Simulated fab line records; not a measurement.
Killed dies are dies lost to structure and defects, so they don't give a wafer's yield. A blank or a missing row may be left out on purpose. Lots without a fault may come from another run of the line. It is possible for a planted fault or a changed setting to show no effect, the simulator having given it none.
What tool caused it? / flow n5Finfet / 8 lots, 24 wafers sampled, at 6 steps of a route of 1938

## WHAT THE GAUGES READ, wafer by wafer
N5_HKMG_FIN_INSPECT_14: inspects for defects (macro). Usual: 2.2 for rawDefectCount, sd 1.5.
lot=L273; measured=day 4 17:14; on=defectInspect-01; rawDefectCount=0 3 1; flag=
lot=L276; measured=day 5 10:47; on=defectInspect-02; rawDefectCount=3 0 1; flag=
lot=L277; measured=day 5 17:32; on=defectInspect-02; rawDefectCount=2 1 4; flag=
lot=L279; measured=day 6 07:32; on=defectInspect-02; rawDefectCount=1 2 2; flag=
lot=L280; measured=day 6 14:08; on=defectInspect-02; rawDefectCount=5 2 0; flag=
lot=L284; measured=day 7 12:43; on=defectInspect-01; rawDefectCount=2 3 1; flag=
lot=L287; measured=day 8 04:33; on=defectInspect-01; rawDefectCount=0 5 5; flag=
lot=L294; measured=day 10 02:11; on=defectInspect-02; rawDefectCount=3 2 >300; flag=

N5_BEOL_M4_RC_MEAS_101. Usual: DIBL_N 36.4 mV/V, standard deviation 1.6; DIBL_P 36.2 mV/V, standard deviation 1.8; IOFF_N 0.159 nA/um, standard deviation 0.029; IOFF_P 0.21 nA/um, standard deviation 0.034; ION_N 670 uA/um, standard deviation 12; ION_P 459 uA/um, standard deviation 8.2; SS_N 71.5 mV/dec, standard deviation 0.59; SS_P 73.2 mV/dec, standard deviation 0.54; VT_N 250 mV, standard deviation 3.3; VT_P -250 mV, standard deviation 3.7.
lot=L273; measured=day 9 12:06; on=prober-02; DIBL_N (mV/V)=34.8 37.0 36.3; DIBL_P (mV/V)=33.3 35.7 34.5; IOFF_N (nA/um)=0.133 0.170 0.144; IOFF_P (nA/um)=0.20 0.24 0.22; ION_N (uA/um)=674 685 658; ION_P (uA/um)=465 464 459; SS_N (mV/dec)=70.2 71.5 71.6; SS_P (mV/dec)=73.3 72.6 73.3; VT_N (mV)=252 248 252; VT_P (mV)=-249 -247 -247; flag=
lot=L276; measured=day 10 01:51; on=prober-02; DIBL_N (mV/V)=33.8 38.0 36.7; DIBL_P (mV/V)=34.1 39.1 37.2; IOFF_N (nA/um)=0.128 0.205 0.165; IOFF_P (nA/um)=0.17 0.24 0.19; ION_N (uA/um)=663 686 679; ION_P (uA/um)=456 462 464; SS_N (mV/dec)=71.1 72.1 71.7; SS_P (mV/dec)=72.2 73.4 73.5; VT_N (mV)=251 247 248; VT_P (mV)=-250 -246 -254; flag=
lot=L277; measured=day 10 00:43; on=prober-01; DIBL_N (mV/V)=35.7 37.6 37.2; DIBL_P (mV/V)=36.0 38.7 38.2; IOFF_N (nA/um)=0.152 0.200 0.187; IOFF_P (nA/um)=0.24 0.28 0.27; ION_N (uA/um)=668 680 688; ION_P (uA/um)=469 470 472; SS_N (mV/dec)=71.6 71.9 72.0; SS_P (mV/dec)=73.0 73.7 74.3; VT_N (mV)=248 246 244; VT_P (mV)=-247 -248 -246; flag=
lot=L279; measured=day 11 16:36; on=prober-01; DIBL_N (mV/V)=35.4 34.2 36.1; DIBL_P (mV/V)=35.6 34.4 38.2; IOFF_N (nA/um)=0.146 0.130 0.167; IOFF_P (nA/um)=0.17 0.15 0.20; ION_N (uA/um)=671 657 672; ION_P (uA/um)=458 442 455; SS_N (mV/dec)=71.8 72.3 72.0; SS_P (mV/dec)=72.9 72.1 73.4; VT_N (mV)=250 255 249; VT_P (mV)=-255 -256 -251; flag=
lot=L280; measured=day 10 09:16; on=prober-01; DIBL_N (mV/V)=38.3 38.0 38.2; DIBL_P (mV/V)=37.5 36.8 37.1; IOFF_N (nA/um)=0.176 0.173 0.184; IOFF_P (nA/um)=0.27 0.24 0.26; ION_N (uA/um)=669 692 678; ION_P (uA/um)=462 473 468; SS_N (mV/dec)=71.5 71.6 71.8; SS_P (mV/dec)=74.3 73.7 74.1; VT_N (mV)=248 247 247; VT_P (mV)=-245 -248 -243; flag=
lot=L284; measured=day 12 14:15; on=prober-02; DIBL_N (mV/V)=39.6 37.1 38.9; DIBL_P (mV/V)=38.4 35.3 36.7; IOFF_N (nA/um)=0.228 0.165 0.199; IOFF_P (nA/um)=0.24 0.20 0.22; ION_N (uA/um)=701 671 681; ION_P (uA/um)=467 455 456; SS_N (mV/dec)=72.1 71.9 71.9; SS_P (mV/dec)=73.0 73.3 73.1; VT_N (mV)=246 248 248; VT_P (mV)=-248 -252 -251; flag=
lot=L287; measured=day 13 00:02; on=prober-01; DIBL_N (mV/V)=32.9 34.7 33.8; DIBL_P (mV/V)=34.3 34.9 33.9; IOFF_N (nA/um)=0.119 0.137 0.137; IOFF_P (nA/um)=0.18 0.19 0.18; ION_N (uA/um)=657 665 670; ION_P (uA/um)=457 458 464; SS_N (mV/dec)=70.4 70.4 70.4; SS_P (mV/dec)=72.8 73.4 73.3; VT_N (mV)=251 253 250; VT_P (mV)=-251 -250 -250; flag=
lot=L294; measured=day 14 23:20; on=prober-02; DIBL_N (mV/V)=37.0 32.8 32.9; DIBL_P (mV/V)=37.7 33.8 34.5; IOFF_N (nA/um)=0.179 0.114 0.119; IOFF_P (nA/um)=0.27 0.20 0.23; ION_N (uA/um)=671 657 660; ION_P (uA/um)=468 466 464; SS_N (mV/dec)=72.1 70.8 70.8; SS_P (mV/dec)=73.9 72.3 73.0; VT_N (mV)=248 255 249; VT_P (mV)=-245 -246 -247; flag=

## TOOL THAT RAN EACH LOT (tool first, then ch and the chambers of the sampled wafers, then the start)
lot=L273; N5_HKMG_FIN_STRIP_93=rieDiel-03 ch 2,3, day 4 14:35; N5_HKMG_FIN_ALD_36=aldMetal-04 ch 0,1,2, day 4 16:01; N5_HKMG_FIN_ETCH_31=rieDiel-01 ch 1,2, day 4 17:19; N5_HKMG_FIN_STRIP_88=plasmaAsher-02 ch 0,1, day 4 18:58
lot=L276; N5_HKMG_FIN_STRIP_93=rieDiel-06 ch 0,1,2, day 5 08:10; N5_HKMG_FIN_ALD_36=aldMetal-01 ch 0,2,3, day 5 09:34; N5_HKMG_FIN_ETCH_31=rieDiel-01 ch 0,2,3, day 5 11:10; N5_HKMG_FIN_STRIP_88=plasmaAsher-01 ch 0,1, day 5 12:41
lot=L277; N5_HKMG_FIN_STRIP_93=rieDiel-03 ch 0,1,2, day 5 14:52; N5_HKMG_FIN_ALD_36=aldMetal-02 ch 0,1,3, day 5 16:20; N5_HKMG_FIN_ETCH_31=rieDiel-01 ch 0,1, day 5 17:37; N5_HKMG_FIN_STRIP_88=plasmaAsher-02 ch 0,1, day 5 19:08
lot=L279; N5_HKMG_FIN_STRIP_93=rieDiel-01 ch 1,2,3, day 6 04:52; N5_HKMG_FIN_ALD_36=aldMetal-04 ch 0,1,2, day 6 06:19; N5_HKMG_FIN_ETCH_31=rieDiel-03 ch 0,1, day 6 07:37; N5_HKMG_FIN_STRIP_88=plasmaAsher-01 ch 0,1, day 6 09:16
lot=L280; N5_HKMG_FIN_STRIP_93=rieDiel-06 ch 0,2,3, day 6 11:13; N5_HKMG_FIN_ALD_36=aldMetal-02 ch 1,2, day 6 12:55; N5_HKMG_FIN_ETCH_31=rieDiel-01 ch 0,2,3, day 6 14:12; N5_HKMG_FIN_STRIP_88=plasmaAsher-02 ch 0,1, day 6 15:52
lot=L284; N5_HKMG_FIN_STRIP_93=rieDiel-06 ch 1,3, day 7 10:11; N5_HKMG_FIN_ALD_36=aldMetal-01 ch 1,2,3, day 7 11:38; N5_HKMG_FIN_ETCH_31=rieDiel-01 ch 0,3, day 7 12:47; N5_HKMG_FIN_STRIP_88=plasmaAsher-01 ch 0,1, day 7 14:21
lot=L287; N5_HKMG_FIN_STRIP_93=rieDiel-01 ch 1,2,3, day 8 01:55; N5_HKMG_FIN_ALD_36=aldMetal-04 ch 1,2,3, day 8 03:28; N5_HKMG_FIN_ETCH_31=rieDiel-01 ch 0,2,3, day 8 04:37; N5_HKMG_FIN_STRIP_88=plasmaAsher-02 ch 0,1, day 8 06:10
lot=L294; N5_HKMG_FIN_STRIP_93=rieDiel-03 ch 2,3, day 9 23:33; N5_HKMG_FIN_ALD_36=aldMetal-02 ch 0,2,3, day 10 00:59; N5_HKMG_FIN_ETCH_31=rieDiel-03 ch 1,2,3, day 10 02:15; N5_HKMG_FIN_STRIP_88=plasmaAsher-01 ch 0, day 10 03:47
- N5_HKMG_FIN_STRIP_93: strips SOC in N2/H2, time 20 s.
- N5_HKMG_FIN_ALD_36: deposits TiN, target thk 1 nm, pulse time 1 s, purge time 3 s.
- N5_HKMG_FIN_ETCH_31: etches SiARC in CF4, target depth 45.5 nm, time 75.8 s.
- N5_HKMG_FIN_STRIP_88: strips in N2/H2, time 360 s.

## WHAT THE TOOLS THEMSELVES READ (means of the sampled wafers that have a number; where no wafer has one, the mark that the record gives instead)
N5_HKMG_FIN_STRIP_93. Usual: drypumpMotorCurrentA 5.8 A, standard deviation 0.46; oesProductAu 0.78 a.u., standard deviation 0.092; rfVppV 54.2 V, standard deviation 0.82; showerheadPlenumPTorr 3.35 Torr, standard deviation 0.12; throttleValvePct 19.1 %, standard deviation 0.41.
lot=L273; tool=rieDiel-03; drypumpMotorCurrentA (A)=6.0; oesProductAu (a.u.)=0.75; rfVppV (V)=54.1; showerheadPlenumPTorr (Torr)=3.29; throttleValvePct (%)=19.1; flag=
lot=L276; tool=rieDiel-06; drypumpMotorCurrentA (A)=5.8; oesProductAu (a.u.)=0.72; rfVppV (V)=54.2; showerheadPlenumPTorr (Torr)=3.34; throttleValvePct (%)=19.0; flag=
lot=L277; tool=rieDiel-03; drypumpMotorCurrentA (A)=5.6; oesProductAu (a.u.)=0.70; rfVppV (V)=54.9; showerheadPlenumPTorr (Torr)=3.29; throttleValvePct (%)=19.5; flag=
lot=L279; tool=rieDiel-01; drypumpMotorCurrentA (A)=5.6; oesProductAu (a.u.)=0.72; rfVppV (V)=53.9; showerheadPlenumPTorr (Torr)=3.29; throttleValvePct (%)=19.1; flag=
lot=L280; tool=rieDiel-06; drypumpMotorCurrentA (A)=5.8; oesProductAu (a.u.)=0.81; rfVppV (V)=54.3; showerheadPlenumPTorr (Torr)=3.33; throttleValvePct (%)=19.1; flag=
lot=L284; tool=rieDiel-06; drypumpMotorCurrentA (A)=5.5; oesProductAu (a.u.)=0.97; rfVppV (V)=53.9; showerheadPlenumPTorr (Torr)=3.31; throttleValvePct (%)=18.9; flag=
lot=L287; tool=rieDiel-01; drypumpMotorCurrentA (A)=5.6; oesProductAu (a.u.)=0.72; rfVppV (V)=53.6; showerheadPlenumPTorr (Torr)=3.28; throttleValvePct (%)=19.1; flag=
lot=L294; tool=rieDiel-03; drypumpMotorCurrentA (A)=6.3; oesProductAu (a.u.)=0.83; rfVppV (V)=54.4; showerheadPlenumPTorr (Torr)=3.53; throttleValvePct (%)=18.7; flag=

N5_HKMG_FIN_ALD_36. Usual: heaterPowerW 939 W, standard deviation 63; precursorPulseHeightRel 0.998, standard deviation 0.019; susceptorTempC 400.00 C, standard deviation 0.23.
lot=L273; tool=aldMetal-04; heaterPowerW (W)=920; precursorPulseHeightRel=0.979; susceptorTempC (C)=400.00; flag=
lot=L276; tool=aldMetal-01; heaterPowerW (W)=933; precursorPulseHeightRel=1.011; susceptorTempC (C)=400.01; flag=
lot=L277; tool=aldMetal-02; heaterPowerW (W)=900; precursorPulseHeightRel=0.995; susceptorTempC (C)=399.93; flag=
lot=L279; tool=aldMetal-04; heaterPowerW (W)=924; precursorPulseHeightRel=0.993; susceptorTempC (C)=399.96; flag=
lot=L280; tool=aldMetal-02; heaterPowerW (W)=936; precursorPulseHeightRel=1.020; susceptorTempC (C)=399.84; flag=
lot=L284; tool=aldMetal-01; heaterPowerW (W)=911; precursorPulseHeightRel=1.003; susceptorTempC (C)=400.03; flag=
lot=L287; tool=aldMetal-04; heaterPowerW (W)=905; precursorPulseHeightRel=1.017; susceptorTempC (C)=400.08; flag=
lot=L294; tool=aldMetal-02; heaterPowerW (W)=924; precursorPulseHeightRel=0.992; susceptorTempC (C)=400.16; flag=

N5_HKMG_FIN_ETCH_31. Usual: drypumpMotorCurrentA 5.7 A, standard deviation 0.38; etchRfOnTimeS 76.5 s, standard deviation 1.3; oesProductAu 0.64 a.u., standard deviation 0.061; rfVppV 184.2 V, standard deviation 1.2; showerheadPlenumPTorr 2.15 Torr, standard deviation 0.077; throttleValvePct 15.71 %, standard deviation 0.25.
lot=L273; tool=rieDiel-01; drypumpMotorCurrentA (A)=5.6; etchRfOnTimeS (s)=76.2; oesProductAu (a.u.)=0.62; rfVppV (V)=183.5; showerheadPlenumPTorr (Torr)=2.11; throttleValvePct (%)=15.84; flag=
lot=L276; tool=rieDiel-01; drypumpMotorCurrentA (A)=5.6; etchRfOnTimeS (s)=76.8; oesProductAu (a.u.)=0.62; rfVppV (V)=184.4; showerheadPlenumPTorr (Torr)=2.16; throttleValvePct (%)=15.61; flag=
lot=L277; tool=rieDiel-01; drypumpMotorCurrentA (A)=5.4; etchRfOnTimeS (s)=75.7; oesProductAu (a.u.)=0.62; rfVppV (V)=184.1; showerheadPlenumPTorr (Torr)=2.11; throttleValvePct (%)=15.95; flag=
lot=L279; tool=rieDiel-03; drypumpMotorCurrentA (A)=5.4; etchRfOnTimeS (s)=76.6; oesProductAu (a.u.)=0.62; rfVppV (V)=183.4; showerheadPlenumPTorr (Torr)=2.11; throttleValvePct (%)=15.76; flag=
lot=L280; tool=rieDiel-01; drypumpMotorCurrentA (A)=5.6; etchRfOnTimeS (s)=77.0; oesProductAu (a.u.)=0.62; rfVppV (V)=183.8; showerheadPlenumPTorr (Torr)=2.16; throttleValvePct (%)=15.65; flag=
lot=L284; tool=rieDiel-01; drypumpMotorCurrentA (A)=5.5; etchRfOnTimeS (s)=76.3; oesProductAu (a.u.)=0.63; rfVppV (V)=183.8; showerheadPlenumPTorr (Torr)=2.19; throttleValvePct (%)=15.61; flag=
lot=L287; tool=rieDiel-01; drypumpMotorCurrentA (A)=5.6; etchRfOnTimeS (s)=76.5; oesProductAu (a.u.)=0.62; rfVppV (V)=184.5; showerheadPlenumPTorr (Torr)=2.15; throttleValvePct (%)=15.67; flag=
lot=L294; tool=rieDiel-03; drypumpMotorCurrentA (A)=6.0; etchRfOnTimeS (s)=75.2; oesProductAu (a.u.)=0.78; rfVppV (V)=185.3; showerheadPlenumPTorr (Torr)=2.24; throttleValvePct (%)=15.52; flag=

N5_HKMG_FIN_STRIP_88. Usual: drypumpMotorCurrentA 6.01 A, standard deviation 0.25; heaterPowerW 506 W, standard deviation 33.
lot=L273; tool=plasmaAsher-02; drypumpMotorCurrentA (A)=6.30; heaterPowerW (W)=501; flag=
lot=L276; tool=plasmaAsher-01; drypumpMotorCurrentA (A)=5.81; heaterPowerW (W)=519; flag=
lot=L277; tool=plasmaAsher-02; drypumpMotorCurrentA (A)=6.21; heaterPowerW (W)=471; flag=
lot=L279; tool=plasmaAsher-01; drypumpMotorCurrentA (A)=5.84; heaterPowerW (W)=529; flag=
lot=L280; tool=plasmaAsher-02; drypumpMotorCurrentA (A)=6.29; heaterPowerW (W)=505; flag=
lot=L284; tool=plasmaAsher-01; drypumpMotorCurrentA (A)=5.86; heaterPowerW (W)=527; flag=
lot=L287; tool=plasmaAsher-02; drypumpMotorCurrentA (A)=6.20; heaterPowerW (W)=473; flag=
lot=L294; tool=plasmaAsher-01; drypumpMotorCurrentA (A)=5.76; heaterPowerW (W)=524; flag=

## THE ANSWER, worked out from the rows above alone
Rule: a lot is off if the mean of its wafers that have a number lies more than 3 standard deviations from the usual mean. A lot without any number at a reading at which 4 lots or more have one is off too. The other lots that the step has rows for count as sound. After the gauges, taken in route order, come the tools' own readings; for these a lot's mean is taken, as printed above. The first step at which some lot is off is used, and at that step the reading that is off furthest; a lot without a number counts as furthest.
None of the lots is off at any reading shown; this tells nothing.

## WHAT THE SIMULATOR HAD INSERTED
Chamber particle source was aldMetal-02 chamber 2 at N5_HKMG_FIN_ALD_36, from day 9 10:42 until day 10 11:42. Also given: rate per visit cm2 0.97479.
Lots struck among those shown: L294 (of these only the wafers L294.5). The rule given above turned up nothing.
